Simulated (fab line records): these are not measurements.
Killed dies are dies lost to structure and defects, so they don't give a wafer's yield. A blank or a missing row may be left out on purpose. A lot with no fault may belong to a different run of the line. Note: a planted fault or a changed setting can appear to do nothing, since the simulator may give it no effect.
Which of the tools did it? || flow nand-harc || 36 wafers from 12 lots sampled at 5 of the route's 1159 steps

== WHAT THE GAUGES READ, wafer by wafer ==
NHARC_END_SORT_01. Usual: killed-at-array 29, standard deviation 11; killed-at-other 0.7, standard deviation 1.1; killed-at-periphery 3.1, standard deviation 2; killed-dies 33, standard deviation 11; killed-open 3.5, standard deviation 1.8; killed-short 2.0, standard deviation 1.4.
{"lot": "L454", "measured": "day 24 11:02", "on": "prober-01", "killed-at-array": 37, "killed-at-other": 1, "killed-at-periphery": 3, "killed-dies": 41, "killed-open": 6, "killed-short": 2, "flag": ""}

== WHAT TOOL EACH LOT RAN ON (gives the tool, then ch and the chambers of the sampled wafers, and finally the start) ==
{"lot": "L434", "NHARC_P_CONTACT_CMP_01": "cmp-01 ch 0,1,3, day 5 16:53", "NHARC_P_CONTACT_ETCH_35": "rie-diel-02 ch 0,2,3, day 5 17:50", "NHARC_P_CONTACT_ETCH_31": "rie-diel-02 ch 0,1, day 5 19:38 or earlier", "NHARC_P_CONTACT_ALD_22": "ald-metal-02 ch 0,1,2, day 5 19:38"}
{"lot": "L435", "NHARC_P_CONTACT_CMP_01": "cmp-02 ch 2,3, day 5 23:22", "NHARC_P_CONTACT_ETCH_35": "rie-diel-08 ch 0,2, day 6 00:29", "NHARC_P_CONTACT_ETCH_31": "rie-diel-08 ch 0,2, day 6 02:25 or earlier", "NHARC_P_CONTACT_ALD_22": "ald-metal-01 ch 2,3, day 6 02:25"}
{"lot": "L436", "NHARC_P_CONTACT_CMP_01": "cmp-04 ch 0,1,3, day 5 23:54", "NHARC_P_CONTACT_ETCH_35": "rie-diel-10 ch 0,1,3, day 6 00:59", "NHARC_P_CONTACT_ETCH_31": "rie-diel-10 ch 0,1, day 6 02:47 or earlier", "NHARC_P_CONTACT_ALD_22": "ald-metal-02 ch 1,2,3, day 6 02:47"}
{"lot": "L438", "NHARC_P_CONTACT_CMP_01": "cmp-04 ch 0,1, day 6 14:54", "NHARC_P_CONTACT_ETCH_35": "rie-diel-02 ch 2,3, day 6 16:01", "NHARC_P_CONTACT_ETCH_31": "rie-diel-02 ch 1,2, day 6 17:53 or earlier", "NHARC_P_CONTACT_ALD_22": "ald-metal-01 ch 1,2, day 6 17:53"}
{"lot": "L439", "NHARC_P_CONTACT_CMP_01": "cmp-02 ch 0,3, day 6 21:06", "NHARC_P_CONTACT_ETCH_35": "rie-diel-10 ch 0,1,3, day 6 22:07", "NHARC_P_CONTACT_ETCH_31": "rie-diel-10 ch 0,1,3, day 6 23:59 or earlier", "NHARC_P_CONTACT_ALD_22": "ald-metal-02 ch 1,2,3, day 6 23:59"}
{"lot": "L443", "NHARC_P_CONTACT_CMP_01": "cmp-02 ch 0,1,2, day 7 18:02", "NHARC_P_CONTACT_ETCH_35": "rie-diel-02 ch 1,2,3, day 7 19:07", "NHARC_P_CONTACT_ETCH_31": "rie-diel-02 ch 2,3, day 7 21:08 or earlier", "NHARC_P_CONTACT_ALD_22": "ald-metal-01 ch 0,1,2, day 7 21:08"}
{"lot": "L444", "NHARC_P_CONTACT_CMP_01": "cmp-02 ch 1,2, day 8 05:28", "NHARC_P_CONTACT_ETCH_35": "rie-diel-08 ch 0,1,3, day 8 06:35", "NHARC_P_CONTACT_ETCH_31": "rie-diel-08 ch 0,1,3, day 8 08:23 or earlier", "NHARC_P_CONTACT_ALD_22": "ald-metal-03 ch 0,2,3, day 8 08:23"}
{"lot": "L445", "NHARC_P_CONTACT_CMP_01": "cmp-02 ch 1,3, day 8 07:16", "NHARC_P_CONTACT_ETCH_35": "rie-diel-08 ch 1,2,3, day 8 08:21", "NHARC_P_CONTACT_ETCH_31": "rie-diel-08 ch 0,1,2, day 8 10:09 or earlier", "NHARC_P_CONTACT_ALD_22": "ald-metal-01 ch 1,2,3, day 8 10:09"}
{"lot": "L448", "NHARC_P_CONTACT_CMP_01": "cmp-01 ch 0,1,2, day 9 04:47", "NHARC_P_CONTACT_ETCH_35": "rie-diel-10 ch 2,3, day 9 05:51", "NHARC_P_CONTACT_ETCH_31": "rie-diel-10 ch 0,2,3, day 9 07:39 or earlier", "NHARC_P_CONTACT_ALD_22": "ald-metal-03 ch 0,1, day 9 07:39"}
{"lot": "L452", "NHARC_P_CONTACT_CMP_01": "cmp-01 ch 1,3, day 9 15:15", "NHARC_P_CONTACT_ETCH_35": "rie-diel-10 ch 0,1,3, day 9 16:13", "NHARC_P_CONTACT_ETCH_31": "rie-diel-10 ch 1,2,3, day 9 17:56 or earlier", "NHARC_P_CONTACT_ALD_22": "ald-metal-02 ch 0,2, day 9 17:56"}
{"lot": "L454", "NHARC_P_CONTACT_CMP_01": "cmp-02 ch 0,1,3, day 10 05:38", "NHARC_P_CONTACT_ETCH_35": "rie-diel-10 ch 0,1,3, day 10 06:37", "NHARC_P_CONTACT_ETCH_31": "rie-diel-10 ch 1,2,3, day 10 08:31 or earlier", "NHARC_P_CONTACT_ALD_22": "ald-metal-02 ch 0,1,2, day 10 08:31"}
{"lot": "L457", "NHARC_P_CONTACT_CMP_01": "cmp-02 ch 0,1, day 11 13:49", "NHARC_P_CONTACT_ETCH_35": "rie-diel-08 ch 0,1, day 11 14:53", "NHARC_P_CONTACT_ETCH_31": "rie-diel-08 ch 0,3, day 11 16:44 or earlier", "NHARC_P_CONTACT_ALD_22": "ald-metal-03 ch 1,2, day 11 16:44"}
- NHARC_P_CONTACT_CMP_01: polishes SiO2, target thk 200 nm.
- NHARC_P_CONTACT_ETCH_35: etches the open film in CF4, target depth 39 nm, time 65 s.
- NHARC_P_CONTACT_ETCH_31: etches the open film in CH3F/O2, target depth 30 nm, time 85.7 s.
- NHARC_P_CONTACT_ALD_22: deposits TiN, target thk 3 nm, pulse time 1 s, ald cycles 150.

== AS READ BY THE TOOLS THEMSELVES (means over the sampled wafers that have a number; for cases with no such wafer, the mark the record gives instead) ==
NHARC_P_CONTACT_CMP_01. Usual: edge-zone-pressure-frac 1.000, standard deviation 0.0049; motor-current-A 12.2 A, standard deviation 0.95.
{"lot": "L434", "tool": "cmp-01", "edge-zone-pressure-frac": 1.004, "motor-current-A (A)": 12.7, "flag": ""}
{"lot": "L435", "tool": "cmp-02", "edge-zone-pressure-frac": 1.000, "motor-current-A (A)": 11.8, "flag": ""}
{"lot": "L436", "tool": "cmp-04", "edge-zone-pressure-frac": 1.002, "motor-current-A (A)": 11.8, "flag": ""}
{"lot": "L438", "tool": "cmp-04", "edge-zone-pressure-frac": 1.002, "motor-current-A (A)": 12.2, "flag": ""}
{"lot": "L439", "tool": "cmp-02", "edge-zone-pressure-frac": 0.998, "motor-current-A (A)": 11.7, "flag": ""}
{"lot": "L443", "tool": "cmp-02", "edge-zone-pressure-frac": 1.000, "motor-current-A (A)": 11.8, "flag": ""}
{"lot": "L444", "tool": "cmp-02", "edge-zone-pressure-frac": 0.999, "motor-current-A (A)": 12.7, "flag": ""}
{"lot": "L445", "tool": "cmp-02", "edge-zone-pressure-frac": 1.003, "motor-current-A (A)": 12.8, "flag": ""}
{"lot": "L448", "tool": "cmp-01", "edge-zone-pressure-frac": 1.000, "motor-current-A (A)": 13.2, "flag": ""}
{"lot": "L452", "tool": "cmp-01", "edge-zone-pressure-frac": 0.998, "motor-current-A (A)": 13.6, "flag": ""}
{"lot": "L454", "tool": "cmp-02", "edge-zone-pressure-frac": 0.998, "motor-current-A (A)": 12.3, "flag": ""}
{"lot": "L457", "tool": "cmp-02", "edge-zone-pressure-frac": 0.994, "motor-current-A (A)": 12.7, "flag": ""}

NHARC_P_CONTACT_ETCH_35. Usual: drypump-motor-current-A 5.6 A, standard deviation 0.46; mfc-ar-sccm 0.005 sccm, standard deviation 0.0085; oes-product-au 1.004 a.u., standard deviation 0.0095; rf-vpp-V 151.1 V, standard deviation 1.4; showerhead-plenum-p-Torr 1.76 Torr, standard deviation 0.084; throttle-valve-pct 13.284 %, standard deviation 0.0094.
{"lot": "L434", "tool": "rie-diel-02", "drypump-motor-current-A (A)": 5.6, "mfc-ar-sccm (sccm)": 0.015, "oes-product-au (a.u.)": 1.017, "rf-vpp-V (V)": 150.6, "showerhead-plenum-p-Torr (Torr)": 1.71, "throttle-valve-pct (%)": 13.293, "flag": ""}
{"lot": "L435", "tool": "rie-diel-08", "drypump-motor-current-A (A)": 6.1, "mfc-ar-sccm (sccm)": 0.000, "oes-product-au (a.u.)": 0.999, "rf-vpp-V (V)": 150.4, "showerhead-plenum-p-Torr (Torr)": 1.78, "throttle-valve-pct (%)": 13.288, "flag": ""}
{"lot": "L436", "tool": "rie-diel-10", "drypump-motor-current-A (A)": 5.3, "mfc-ar-sccm (sccm)": 0.007, "oes-product-au (a.u.)": 1.003, "rf-vpp-V (V)": 151.9, "showerhead-plenum-p-Torr (Torr)": 1.79, "throttle-valve-pct (%)": 13.280, "flag": ""}
{"lot": "L438", "tool": "rie-diel-02", "drypump-motor-current-A (A)": 5.8, "mfc-ar-sccm (sccm)": 0.005, "oes-product-au (a.u.)": 0.998, "rf-vpp-V (V)": 150.2, "showerhead-plenum-p-Torr (Torr)": 1.72, "throttle-valve-pct (%)": 13.275, "flag": ""}
{"lot": "L439", "tool": "rie-diel-10", "drypump-motor-current-A (A)": 5.3, "mfc-ar-sccm (sccm)": 0.007, "oes-product-au (a.u.)": 1.002, "rf-vpp-V (V)": 151.1, "showerhead-plenum-p-Torr (Torr)": 1.79, "throttle-valve-pct (%)": 13.286, "flag": ""}
{"lot": "L443", "tool": "rie-diel-02", "drypump-motor-current-A (A)": 5.9, "mfc-ar-sccm (sccm)": 0.009, "oes-product-au (a.u.)": 1.017, "rf-vpp-V (V)": 151.9, "showerhead-plenum-p-Torr (Torr)": 1.75, "throttle-valve-pct (%)": 13.281, "flag": ""}
{"lot": "L444", "tool": "rie-diel-08", "drypump-motor-current-A (A)": 5.8, "mfc-ar-sccm (sccm)": 0.003, "oes-product-au (a.u.)": 1.004, "rf-vpp-V (V)": 152.5, "showerhead-plenum-p-Torr (Torr)": 1.80, "throttle-valve-pct (%)": 13.279, "flag": ""}
{"lot": "L445", "tool": "rie-diel-08", "drypump-motor-current-A (A)": 5.5, "mfc-ar-sccm (sccm)": 0.003, "oes-product-au (a.u.)": 0.998, "rf-vpp-V (V)": 150.3, "showerhead-plenum-p-Torr (Torr)": 1.73, "throttle-valve-pct (%)": 13.289, "flag": ""}
{"lot": "L448", "tool": "rie-diel-10", "drypump-motor-current-A (A)": 5.8, "mfc-ar-sccm (sccm)": 0.000, "oes-product-au (a.u.)": 1.004, "rf-vpp-V (V)": 151.6, "showerhead-plenum-p-Torr (Torr)": 1.79, "throttle-valve-pct (%)": 13.282, "flag": ""}
{"lot": "L452", "tool": "rie-diel-10", "drypump-motor-current-A (A)": 5.3, "mfc-ar-sccm (sccm)": 0.007, "oes-product-au (a.u.)": 0.963, "rf-vpp-V (V)": 151.7, "showerhead-plenum-p-Torr (Torr)": 1.79, "throttle-valve-pct (%)": 13.286, "flag": "OFF"}
{"lot": "L454", "tool": "rie-diel-10", "drypump-motor-current-A (A)": 5.3, "mfc-ar-sccm (sccm)": 0.007, "oes-product-au (a.u.)": 0.962, "rf-vpp-V (V)": 151.4, "showerhead-plenum-p-Torr (Torr)": 1.79, "throttle-valve-pct (%)": 13.284, "flag": "OFF"}
{"lot": "L457", "tool": "rie-diel-08", "drypump-motor-current-A (A)": 6.1, "mfc-ar-sccm (sccm)": 0.000, "oes-product-au (a.u.)": 1.003, "rf-vpp-V (V)": 152.2, "showerhead-plenum-p-Torr (Torr)": 1.85, "throttle-valve-pct (%)": 13.284, "flag": ""}

NHARC_P_CONTACT_ETCH_31. Usual: for ch3f-flow-sccm, 49.98 sccm with a standard deviation of 0.14; for drypump-motor-current-A, 5.6 A with a standard deviation of 0.47; for mfc-ar-sccm, 200.0 sccm with a standard deviation of 0.55; for oes-product-au, 0.984 a.u. with a standard deviation of 0.011; for rf-vpp-V, 244.0 V with a standard deviation of 1.8; for showerhead-plenum-p-Torr, 2.44 Torr with a standard deviation of 0.12; for throttle-valve-pct, 20.662 % with a standard deviation of 0.0085.
{"lot": "L434", "tool": "rie-diel-02", "ch3f-flow-sccm (sccm)": 49.92, "drypump-motor-current-A (A)": 5.7, "mfc-ar-sccm (sccm)": 199.8, "oes-product-au (a.u.)": 0.985, "rf-vpp-V (V)": 243.0, "showerhead-plenum-p-Torr (Torr)": 2.40, "throttle-valve-pct (%)": 20.676, "flag": ""}
{"lot": "L435", "tool": "rie-diel-08", "ch3f-flow-sccm (sccm)": 49.90, "drypump-motor-current-A (A)": 5.8, "mfc-ar-sccm (sccm)": 199.7, "oes-product-au (a.u.)": 0.969, "rf-vpp-V (V)": 244.2, "showerhead-plenum-p-Torr (Torr)": 2.38, "throttle-valve-pct (%)": 20.660, "flag": ""}
{"lot": "L436", "tool": "rie-diel-10", "ch3f-flow-sccm (sccm)": 50.03, "drypump-motor-current-A (A)": 4.9, "mfc-ar-sccm (sccm)": 199.7, "oes-product-au (a.u.)": 0.991, "rf-vpp-V (V)": 244.8, "showerhead-plenum-p-Torr (Torr)": 2.44, "throttle-valve-pct (%)": 20.662, "flag": ""}
{"lot": "L438", "tool": "rie-diel-02", "ch3f-flow-sccm (sccm)": 49.91, "drypump-motor-current-A (A)": 5.9, "mfc-ar-sccm (sccm)": 200.1, "oes-product-au (a.u.)": 0.986, "rf-vpp-V (V)": 243.2, "showerhead-plenum-p-Torr (Torr)": 2.41, "throttle-valve-pct (%)": 20.660, "flag": ""}
{"lot": "L439", "tool": "rie-diel-10", "ch3f-flow-sccm (sccm)": 50.17, "drypump-motor-current-A (A)": 5.3, "mfc-ar-sccm (sccm)": 199.8, "oes-product-au (a.u.)": 0.978, "rf-vpp-V (V)": 244.9, "showerhead-plenum-p-Torr (Torr)": 2.49, "throttle-valve-pct (%)": 20.659, "flag": ""}
{"lot": "L443", "tool": "rie-diel-02", "ch3f-flow-sccm (sccm)": 50.10, "drypump-motor-current-A (A)": 5.8, "mfc-ar-sccm (sccm)": 200.0, "oes-product-au (a.u.)": 1.000, "rf-vpp-V (V)": 242.9, "showerhead-plenum-p-Torr (Torr)": 2.39, "throttle-valve-pct (%)": 20.660, "flag": ""}
{"lot": "L444", "tool": "rie-diel-08", "ch3f-flow-sccm (sccm)": 50.11, "drypump-motor-current-A (A)": 5.8, "mfc-ar-sccm (sccm)": 199.5, "oes-product-au (a.u.)": 0.988, "rf-vpp-V (V)": 245.1, "showerhead-plenum-p-Torr (Torr)": 2.50, "throttle-valve-pct (%)": 20.662, "flag": ""}
{"lot": "L445", "tool": "rie-diel-08", "ch3f-flow-sccm (sccm)": 49.96, "drypump-motor-current-A (A)": 5.8, "mfc-ar-sccm (sccm)": 200.0, "oes-product-au (a.u.)": 0.985, "rf-vpp-V (V)": 244.4, "showerhead-plenum-p-Torr (Torr)": 2.49, "throttle-valve-pct (%)": 20.663, "flag": ""}
{"lot": "L448", "tool": "rie-diel-10", "ch3f-flow-sccm (sccm)": 50.01, "drypump-motor-current-A (A)": 5.6, "mfc-ar-sccm (sccm)": 200.3, "oes-product-au (a.u.)": 0.985, "rf-vpp-V (V)": 244.6, "showerhead-plenum-p-Torr (Torr)": 2.46, "throttle-valve-pct (%)": 20.660, "flag": ""}
{"lot": "L452", "tool": "rie-diel-10", "ch3f-flow-sccm (sccm)": 50.09, "drypump-motor-current-A (A)": 5.6, "mfc-ar-sccm (sccm)": 199.6, "oes-product-au (a.u.)": 0.991, "rf-vpp-V (V)": 244.7, "showerhead-plenum-p-Torr (Torr)": 2.51, "throttle-valve-pct (%)": 20.663, "flag": ""}
{"lot": "L454", "tool": "rie-diel-10", "ch3f-flow-sccm (sccm)": 49.91, "drypump-motor-current-A (A)": 5.5, "mfc-ar-sccm (sccm)": 199.9, "oes-product-au (a.u.)": 0.986, "rf-vpp-V (V)": 244.2, "showerhead-plenum-p-Torr (Torr)": 2.51, "throttle-valve-pct (%)": 20.665, "flag": ""}
{"lot": "L457", "tool": "rie-diel-08", "ch3f-flow-sccm (sccm)": 49.97, "drypump-motor-current-A (A)": 5.9, "mfc-ar-sccm (sccm)": 200.2, "oes-product-au (a.u.)": 0.978, "rf-vpp-V (V)": 243.6, "showerhead-plenum-p-Torr (Torr)": 2.40, "throttle-valve-pct (%)": 20.658, "flag": ""}

NHARC_P_CONTACT_ALD_22. Usual: heater-power-w 1038 W, standard deviation 110; precursor-pulse-height-rel 1.003, standard deviation 0.021.
{"lot": "L434", "tool": "ald-metal-02", "heater-power-w (W)": 1057, "precursor-pulse-height-rel": 0.987, "flag": ""}
{"lot": "L435", "tool": "ald-metal-01", "heater-power-w (W)": 998, "precursor-pulse-height-rel": 0.994, "flag": ""}
{"lot": "L436", "tool": "ald-metal-02", "heater-power-w (W)": 1142, "precursor-pulse-height-rel": 0.997, "flag": ""}
{"lot": "L438", "tool": "ald-metal-01", "heater-power-w (W)": 1051, "precursor-pulse-height-rel": 1.008, "flag": ""}
{"lot": "L439", "tool": "ald-metal-02", "heater-power-w (W)": 1158, "precursor-pulse-height-rel": 1.011, "flag": ""}
{"lot": "L443", "tool": "ald-metal-01", "heater-power-w (W)": 1056, "precursor-pulse-height-rel": 0.997, "flag": ""}
{"lot": "L444", "tool": "ald-metal-03", "heater-power-w (W)": 997, "precursor-pulse-height-rel": 0.970, "flag": ""}
{"lot": "L445", "tool": "ald-metal-01", "heater-power-w (W)": 1040, "precursor-pulse-height-rel": 1.025, "flag": ""}
{"lot": "L448", "tool": "ald-metal-03", "heater-power-w (W)": 864, "precursor-pulse-height-rel": 1.020, "flag": ""}
{"lot": "L452", "tool": "ald-metal-02", "heater-power-w (W)": 1018, "precursor-pulse-height-rel": 0.999, "flag": ""}
{"lot": "L454", "tool": "ald-metal-02", "heater-power-w (W)": 1060, "precursor-pulse-height-rel": 0.997, "flag": ""}
{"lot": "L457", "tool": "ald-metal-03", "heater-power-w (W)": 995, "precursor-pulse-height-rel": 0.995, "flag": ""}

== THE ANSWER, worked out from the rows above alone ==
Rule: a lot is off if the mean of its wafers that have a number lies more than 3 standard deviations from the usual mean. A lot without any number at a reading at which 4 lots or more have one is off too. The other lots that the step has rows for count as sound. Order of review: gauges by route order, followed by the tools' own readings, for which a lot's mean as printed above is used. The first step at which some lot is off is used, and at that step the reading that is off furthest; a lot without a number counts as furthest.
Off: L452, L454, at NHARC_P_CONTACT_ETCH_35 (oes-product-au).
If a tool, at that step or one of the process steps before it, ran each lot that is off and ran no sound lot following the first of them, it fits. One candidate fits, namely rie-diel-10 at NHARC_P_CONTACT_ETCH_35. Its last sound lot is L448 (day 9 05:51), its first lot that is off L452 (day 9 16:13): a fault that began between those two fits.
On the lots that are off, the tool's own readings at NHARC_P_CONTACT_ETCH_35 differ by more than 5 times the standard deviation of the sound lots' means, which bears it out; oes-product-au reads 0.962 a.u. there versus 1.004 a.u. on the sound lots.

== WHAT THE SIMULATOR HAD PUT IN ==
rie-diel-10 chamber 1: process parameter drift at NHARC_P_CONTACT_ETCH_35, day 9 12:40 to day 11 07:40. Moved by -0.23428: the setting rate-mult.
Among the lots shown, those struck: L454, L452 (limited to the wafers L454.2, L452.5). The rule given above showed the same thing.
